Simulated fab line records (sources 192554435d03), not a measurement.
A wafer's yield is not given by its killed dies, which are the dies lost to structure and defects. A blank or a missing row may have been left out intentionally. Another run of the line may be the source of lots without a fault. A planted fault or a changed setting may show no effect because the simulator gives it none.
fab line records	flow n5-finfet
record lots=10	wafers=30	last-day=17
route steps=1938 shown BEOL_M10@1509 PASSIVATION@1936
lots that met no fault: from a run of the same line without faults
start-h: the number of hours between the record's first day and the start of the first shown wafer of the lot	wait-h: hours from the lot's prior step to this one	" as in the row above	L1.1+2: one row covering several wafers at once	- no value, or no start was given	* or withheld: withheld	< > ~ a bound
route shown NAME@n: names a module that has steps shown in the file, with the first one's number in the route	usual: mean and standard deviation over wafers with no fault	same: alike in all rows	chamber/n: place in a boat	sites: per-site readings	_std_site: their standard deviation	_edge_site: inner sites' mean taken away from outer sites' mean	radius-mm: how far each site lies from the wafer's centre	mask NAME#n: copy n	behind: the most recent tool/chamber to have shaped the wafer	hold: reason for holding the lot/hours on hold/outcome of the hold	device: which transistor (n, p or np) failed to switch	end of line: the route-end tests of the same wafers	where a step has no rows: the recipe by itself	killed: dies lost to structure and defects at the first sort, not the wafer's yield	map: a wafer's dies, x killed, . not, _ none there
set.NAME: the setting as run; set.NAME@STEP: as run at that earlier step	model.NAME: the simulator's own value behind a step, which no gauge read
the route's steps for a sample of lots (tables are steps, rows are wafers)
services: when a tool's chamber went out of use (start-h, in hours from the record's first day, below 0 if earlier), for how many hours, and the reason
## steps
# step N5_BEOL_M10_VIA_ETCH_34
# recipe chemistry=C4F6/O2	target=SiCOH_lowk	target-depth-a=1845	mask-material=SOC	taper-deg=4	time-s=69.2	ion-energy-ev=250	pressure-mtorr=30	source-w=345	bias-w=185	Ar_flow_sccm=300	C4F6_flow_sccm=10	O2_flow_sccm=10
# usual drypump-motor-current-A=5.4/0.35	mfc-ar-sccm=300.2/1	oes-product-au=0.79/0.1	rf-vpp-V=665/14	showerhead-plenum-p-Torr=2.89/0.069	throttle-valve-pct=20.91/0.21
lot.wafer	tool	chamber	start-h	wait-h	drypump-motor-current-A	mfc-ar-sccm	oes-product-au	rf-hours-counter-h	rf-vpp-V	showerhead-plenum-p-Torr	throttle-valve-pct
L193.2	rie-diel-06	1	225.44	0.0	5.6	300.9	0.70	228	684	2.92	20.79
L193.4	"	0	"	"	5.2	302.1	0.77	146	678	2.97	21.20
L193.6	"	2	"	"	5.0	301.1	0.72	-	675	2.97	20.82
L196.1	rie-diel-01	1	264.35	0.0	6.1	298.6	0.77	119	646	2.85	20.80
L196.4	"	2	"	"	4.8	301.3	0.70	226	674	2.83	21.08
L196.6	"	3	"	"	5.2	298.9	0.69	-	669	2.82	20.94
L197.1	rie-diel-06	0	264.52	0.0	5.2	299.6	0.75	163	677	2.96	21.22
L197.3	"	3	"	"	5.7	300.3	0.89	52	645	2.78	21.01
L197.4	"	0	"	"	5.2	300.1	0.75	-	677	2.96	21.20
L200.2	rie-diel-02	2	282.02	0.0	5.4	299.1	1.04	1	675	2.92	20.68
L200.4	"	3	"	"	5.8	299.6	0.72	177	659	2.83	21.06
L200.5	"	3	"	"	5.8	299.0	0.72	-	659	2.83	21.04
L202.2	rie-diel-06	2	300.35	0.0	4.9	299.9	0.69	213	675	2.96	20.85
L202.4	"	3	"	"	5.6	299.9	0.87	64	644	2.78	21.03
L202.6	"	0	"	"	5.2	300.8	0.74	-	676	2.96	21.24
L204.4	rie-diel-02	2	318.31	0.0	5.4	300.1	0.97	-	673	2.91	20.73
L204.5	"	3	"	"	5.9	300.0	0.70	-	659	2.82	21.07
L204.6	"	0	"	"	5.2	299.4	0.82	-	661	2.98	20.89
L207.2	rie-diel-01	3	332.57	0.0	5.2	299.9	0.91	17	670	2.81	20.56
L207.3	"	1	"	"	6.2	299.1	0.74	142	645	2.84	20.86
L207.4	"	0	"	"	5.6	300.8	0.91	-	638	2.93	20.53
L208.1	rie-diel-06	2	334.86	0.0	4.9	299.1	0.69	225	675	2.95	20.88
L208.5	"	0	"	"	5.2	298.7	0.72	-	678	2.95	21.25
L208.6	"	3	"	"	5.6	301.1	0.85	-	645	2.77	21.03
L213.1	rie-diel-06	0	342.35	0.0	5.2	299.1	0.72	191	676	2.95	21.26
L213.3	"	2	"	"	4.9	299.1	0.69	229	675	2.95	20.87
L213.5	"	0	"	"	5.2	300.0	0.72	-	676	2.95	21.26
L211.1	rie-diel-01	3	342.53	0.0	5.2	299.9	0.90	20	668	2.81	20.56
L211.2	"	2	"	"	4.8	301.1	0.69	249	675	2.82	21.12
L211.5	"	0	"	"	5.6	300.8	0.90	-	638	2.93	20.53
# step N5_BEOL_M10_ETCH_41
# recipe chemistry=CH3F/O2	target=SiCN	target-depth-a=426	taper-deg=2	time-s=86	ion-energy-ev=120	mask-material=TiN	pressure-mtorr=30	source-w=395	bias-w=75	Ar_flow_sccm=150	CH3F_flow_sccm=30	O2_flow_sccm=20
# usual drypump-motor-current-A=5.4/0.35	mfc-ar-sccm=150.0/0.46	oes-product-au=0.79/0.1	rf-vpp-V=298.0/1.2	showerhead-plenum-p-Torr=2.03/0.05	throttle-valve-pct=16.31/0.23
lot.wafer	tool	chamber	start-h	wait-h	drypump-motor-current-A	mfc-ar-sccm	oes-product-au	rf-hours-counter-h	rf-vpp-V	showerhead-plenum-p-Torr	throttle-valve-pct
L193.2	rie-diel-06	1	-	-	5.6	150.0	0.70	228	298.0	2.06	16.31
L193.4	"	0	"	"	5.2	150.0	0.76	146	298.6	2.09	16.56
L193.6	"	2	"	"	4.9	148.7	0.72	-	298.5	2.08	16.21
L196.1	rie-diel-01	1	-	-	6.1	150.5	0.78	119	297.4	2.00	16.25
L196.4	"	2	"	"	4.8	150.1	0.71	226	297.2	1.98	16.52
L196.6	"	3	"	"	5.2	149.5	0.69	-	296.9	1.97	16.36
L197.1	rie-diel-06	0	-	-	5.2	149.9	0.75	163	298.1	2.08	16.56
L197.3	"	3	"	"	5.6	150.6	0.89	52	296.2	1.95	16.35
L197.4	"	0	"	"	5.2	150.1	0.74	-	299.6	2.08	16.59
L200.2	rie-diel-02	2	-	-	5.4	150.8	1.03	1	297.4	2.05	16.06
L200.4	"	3	"	"	5.8	149.6	0.71	177	297.0	1.99	16.48
L200.5	"	3	"	"	5.9	149.7	0.71	-	298.1	1.99	16.49
L202.2	rie-diel-06	2	-	-	4.9	150.6	0.71	213	297.7	2.07	16.25
L202.4	"	3	"	"	5.7	150.3	0.88	64	296.3	1.95	16.39
L202.6	"	0	"	"	5.2	151.0	0.75	-	300.0	2.08	16.60
L204.4	rie-diel-02	2	-	-	5.4	150.5	0.97	-	298.2	2.05	16.09
L204.5	"	3	"	"	5.9	149.6	0.69	-	296.9	1.98	16.53
L204.6	"	0	"	"	5.2	149.9	0.83	-	299.2	2.10	16.33
L207.2	rie-diel-01	3	-	-	5.2	149.8	0.91	17	295.8	1.97	15.92
L207.3	"	1	"	"	6.1	148.7	0.75	143	298.9	1.99	16.30
L207.4	"	0	"	"	5.6	149.8	0.91	-	297.1	2.06	15.86
L208.1	rie-diel-06	2	-	-	4.9	149.9	0.70	225	298.7	2.07	16.27
L208.5	"	0	"	"	5.2	150.1	0.72	-	300.1	2.07	16.64
L208.6	"	3	"	"	5.6	150.0	0.86	-	296.8	1.95	16.42
L213.1	rie-diel-06	0	-	-	5.2	150.5	0.72	191	297.4	2.07	16.64
L213.3	"	2	"	"	4.9	149.5	0.69	229	297.3	2.07	16.28
L213.5	"	0	"	"	5.2	149.5	0.73	-	297.9	2.07	16.64
L211.1	rie-diel-01	3	-	-	5.2	149.3	0.89	20	295.1	1.97	15.94
L211.2	"	2	"	"	4.8	149.7	0.68	249	297.2	1.98	16.54
L211.5	"	0	"	"	5.6	150.1	0.90	-	298.4	2.05	15.85
# step N5_BEOL_M10_SURFACE_TREAT_76
# recipe gas=Ar	time-s=*	ion-energy-ev=*	ion-current-ma-cm2=0.5	pressure-mtorr=*	ar-flow-sccm=30
# usual pressure-mtorr=*	throttle-valve-pct=*
lot.wafer	tool	chamber	start-h	wait-h	pressure-mtorr	throttle-valve-pct
L193.2	pvd-sputter-01	-	227.51	0.3	*	*
L193.4	"	-	"	"	*	*
L193.6	"	-	"	"	*	*
L196.1	pvd-sputter-03	-	266.14	0.2	*	*
L196.4	"	-	"	"	*	*
L196.6	"	-	"	"	*	*
L197.1	pvd-sputter-03	-	266.18	0.2	*	*
L197.3	"	-	"	"	*	*
L197.4	"	-	"	"	*	*
L200.2	pvd-sputter-03	-	285.23	0.4	*	*
L200.4	"	-	"	"	*	*
L200.5	"	-	"	"	*	*
L202.2	pvd-sputter-02	-	301.86	0.2	*	*
L202.4	"	-	"	"	*	*
L202.6	"	-	"	"	*	*
L204.4	pvd-sputter-02	-	319.65	0.2	*	*
L204.5	"	-	"	"	*	*
L204.6	"	-	"	"	*	*
L207.2	pvd-sputter-02	-	333.90	0.2	*	*
L207.3	"	-	"	"	*	*
L207.4	"	-	"	"	*	*
L208.1	pvd-sputter-03	-	336.49	0.6	*	*
L208.5	"	-	"	"	*	*
L208.6	"	-	"	"	*	*
L213.1	pvd-sputter-02	-	343.69	0.2	*	*
L213.3	"	-	"	"	*	*
L213.5	"	-	"	"	*	*
L211.1	pvd-sputter-01	-	343.97	0.2	*	*
L211.2	"	-	"	"	*	*
L211.5	"	-	"	"	*	*
# step N5_BEOL_M10_CVD_75
# recipe material=Co	target-thk-a=20	temp-c=withheld	precursor=CCTBA/H2	pressure-torr=30	time-s=138.9
lot.wafer	tool	chamber	start-h	wait-h
L193.2+4+6	cvd-co-02	1,2,1	227.57	0.0
L196.1+4+6	cvd-co-01	1,1,0	266.26	0.1
L197.1+3+4	cvd-co-01	0,2,1	266.35	0.1
L197.1+3+4	cvd-co-01	0,2,1	266.67	0.3
L200.2+4+5	cvd-co-02	1,2,1	285.29	0.0
L202.2+4+6	cvd-co-02	2,2,0	302.05	0.2
L202.2+4+6	cvd-co-02	2,2,0	302.37	0.3
L204.4+5+6	cvd-co-01	2,1,0	319.76	0.1
L207.2+3+4	cvd-co-02	2,1,0	334.19	0.3
L208.1+5+6	cvd-co-01	0,2,0	336.63	0.1
L213.1+3+5	cvd-co-01	0,2,2	343.75	0.0
L211.1+2+5	cvd-co-01	2,0,0	344.09	0.1
# step N5_BEOL_M10_CMP_52
# recipe stop-on=SiCOH_lowk	t-overpolish-s=7	down-force-psi=1	platen-rpm=50	clearing-platen-down-force-psi=1.5	clearing-platen-rpm=50	post-cmp-clean=cu-alkaline	target-thk-nm=140	clearing-platen-pad-velocity-m-s=0.99484	pad-velocity-m-s=0.99484
# usual barrier-field-endpoint-s=28.9/0.75	clearing-platen-down-force-psi=1.4994/0.0029	motor-current-A=6.2/0.64	overpolish-run-s=7.001/0.0087	platen-rpm=50.00/0.034	time-to-endpoint-s=67.1/2.9
lot.wafer	tool	chamber	start-h	wait-h	barrier-field-endpoint-s	clearing-platen-down-force-psi	motor-current-A	overpolish-run-s	platen-rpm	time-to-endpoint-s
L193.2	cmp-02	0	228.33	0.2	29.3	1.5006	6.2	6.997	50.00	70.1
L193.4	"	2	"	"	29.4	1.4986	5.6	7.021	49.94	66.9
L193.6	"	3	"	"	28.4	1.4978	7.6	6.997	49.99	62.1
L196.1	cmp-02	0	267.11	0.3	29.2	1.4997	6.2	7.013	50.01	69.2
L196.4	"	1	"	"	29.4	1.4989	5.4	7.001	49.98	68.3
L196.6	"	0	"	"	29.1	1.4974	5.7	6.998	49.93	68.8
L197.1	cmp-03	2	267.34	0.3	30.3	1.4992	6.9	6.998	50.03	61.5
L197.3	"	3	"	"	30.6	1.4994	4.9	7.005	49.96	63.9
L197.4	"	1	"	"	30.7	1.5001	6.4	6.999	50.01	63.4
L200.2	cmp-02	0	286.04	0.2	29.8	1.4987	5.7	6.994	49.93	70.7
L200.4	"	3	"	"	29.6	1.4975	7.4	6.989	49.98	65.9
L200.5	"	1	"	"	29.5	1.5000	5.3	7.004	50.06	67.8
L202.4	cmp-04	0	303.10	0.2	31.4	1.4989	6.4	7.018	50.01	64.6
L202.2	"	1	"	"	31.2	1.4991	6.4	7.000	49.95	66.3
L202.6	"	3	"	"	32.1	1.5054	6.2	7.010	49.99	64.3
L204.4	cmp-03	3	320.83	0.2	29.6	1.5048	4.8	7.011	50.02	67.5
L204.6	"	1	"	"	28.8	1.4965	6.1	7.004	49.98	67.4
L204.5	"	2	"	"	28.6	1.4960	6.7	7.001	50.02	64.3
L207.2	cmp-04	2	335.13	0.2	28.6	1.4969	5.6	7.007	49.99	66.3
L207.3	"	0	"	"	29.3	1.4981	5.7	6.999	50.04	66.2
L207.4	"	1	"	"	29.4	1.5005	6.9	6.993	50.00	69.7
L208.1	cmp-04	3	337.48	0.3	29.4	1.4999	6.3	7.009	50.01	70.3
L208.5	"	2	"	"	29.4	1.4990	6.1	7.001	50.04	68.6
L208.6	"	3	"	"	29.8	1.5021	6.1	6.987	50.01	69.7
L213.1	cmp-02	0	345.18	0.3	29.9	1.5031	5.9	7.009	50.03	70.2
L213.3	"	3	"	"	27.2	1.5003	7.5	6.995	50.00	62.5
L213.5	"	0	"	"	29.2	1.5013	5.7	6.993	50.00	70.3
L211.1	cmp-04	0	345.54	0.3	28.3	1.4975	6.0	7.010	50.01	65.5
L211.2	"	2	"	"	28.8	1.4962	5.8	6.992	50.01	69.2
L211.5	"	3	"	"	28.9	1.5037	6.1	7.005	50.00	65.7
# step N5_PASSIVATION_PROBE_49
# usual defect-limited-yield=91.3/1.5	killed_at_M0_to_M3=34/10	killed_at_M4_up=13/4.9	killed-at-contacts=13/6.1	killed-at-front-end=39/13	killed-at-other=4.1/2.7	killed-dies=103/18	killed-open=68/13	killed-short=32/7.6	sort_bin_5_function=5.2/1	sort_bin_6_memory=3.2/0.75	sort-n-pass=1077/18	sort-yield-pct=91.3/1.5
# same gross-dies=1180	killed-at-back-side=0	sort_bin_4_leakage[%]=0	sort_bin_8_speed[%]=0
lot.wafer	tool	chamber	start-h	wait-h	defect-limited-yield[%]	killed_at_M0_to_M3	killed_at_M4_up	killed-at-contacts	killed-at-front-end	killed-at-other	killed-dies	killed-open	killed-short	sort_bin_5_function[%]	sort_bin_6_memory[%]	sort-n-pass	sort-yield-pct[%]
L197.1	prober-02	-	322.10	0.0	90.7	52	24	10	23	1	110	54	52	4.8	3.9	1070	90.7
L202.2	prober-02	-	354.96	0.1	91.2	34	17	9	42	2	104	71	27	5.8	3.0	1076	91.2
L202.6	prober-02	-	355.16	0.3	90.0	33	20	14	46	5	118	84	32	5.3	4.5	1062	90.0
# killed by level:class
L197.1 BEOL_M0_SAQP:geometric-particle:short=18 BEOL_M0_SAQP:geometric-particle:open=12 BEOL_M2:geometric-particle:open=8 GATE_CUT:geometric-particle:short=7 BEOL_M4:geometric-particle:open=7 MOL_CONTACT_COAG:geometric-particle:open=5 BEOL_M4:geometric-particle:short=5 BEOL_M3:geometric-particle:open=5
L202.2 BEOL_M3:geometric-particle:open=12 FIN_SAQP:geometric-particle:open=9 MOL_CONTACT_COAG:geometric-particle:open=7 BEOL_M5:geometric-particle:open=7 DUMMY_GATE:geometric-particle:open=6 BEOL_M1:geometric-particle:short=6 STI_FIN_REVEAL:geometric-particle:open=5 BEOL_M1:geometric-particle:open=5
L202.6 STI_FIN_REVEAL:geometric-particle:open=20 MOL_CONTACT_COAG:geometric-particle:open=12 BEOL_M1:geometric-particle:open=7 BEOL_M2:geometric-particle:open=6 BEOL_M3:geometric-particle:open=6 BEOL_M4:geometric-particle:open=5 BEOL_M5:geometric-particle:open=5 FIN_SAQP:geometric-particle:open=4
## services
tool	chamber	start-h	hours	kind
cmp-03	-	207.55	0.8	repair
cmp-03	-	211.29	4.0	pm
cmp-04	-	216.75	7.7	pm
cmp-04	-	229.91	4.0	pm
rie-diel-06	1	236.41	28.9	repair
rie-diel-01	-	239.89	2.8	pm
cvd-co-02	-	244.38	6.9	pm
cmp-02	-	248.31	0.8	repair
rie-diel-06	-	275.56	1.1	repair
cvd-co-02	0	276.16	15.7	repair
cvd-co-02	-	281.38	2.8	pm
cmp-04	-	283.62	0.9	repair
cmp-03	-	287.73	5.6	repair
rie-diel-06	2	292.86	4.8	repair
cvd-co-02	1	298.47	8.3	repair
cvd-co-02	-	309.53	1.8	repair
rie-diel-02	1	313.80	7.5	repair
pvd-sputter-02	-	321.35	3.9	repair
cvd-co-01	1	321.41	18.7	repair
rie-diel-02	0	323.72	4.4	repair
cmp-04	-	326.14	6.4	repair
cmp-02	-	327.07	0.5	repair
rie-diel-01	2	327.50	8.7	repair
rie-diel-02	0	340.03	5.2	repair
## key
first-sign step=N5_BEOL_M10_CVD_75	reading=visit	direction=added
effect step=N5_BEOL_M10_CMP_52	reading=barrier-field-endpoint-s	direction=up	sigmas=2.9	usual=28.9	struck=31.1
met-at N5_BEOL_M10_CVD_75
struck-lots L197,L202
not-acting-at N5_BEOL_M10_VIA_ETCH_34,N5_BEOL_M10_ETCH_41,N5_BEOL_M10_SURFACE_TREAT_76
fault kind=repeated-step-whole	tool=cvd-co-01,cvd-co-02	chamber=-	onset-h=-	steps=N5_BEOL_M10_CVD_75	times=1	scope=struck-lots-only
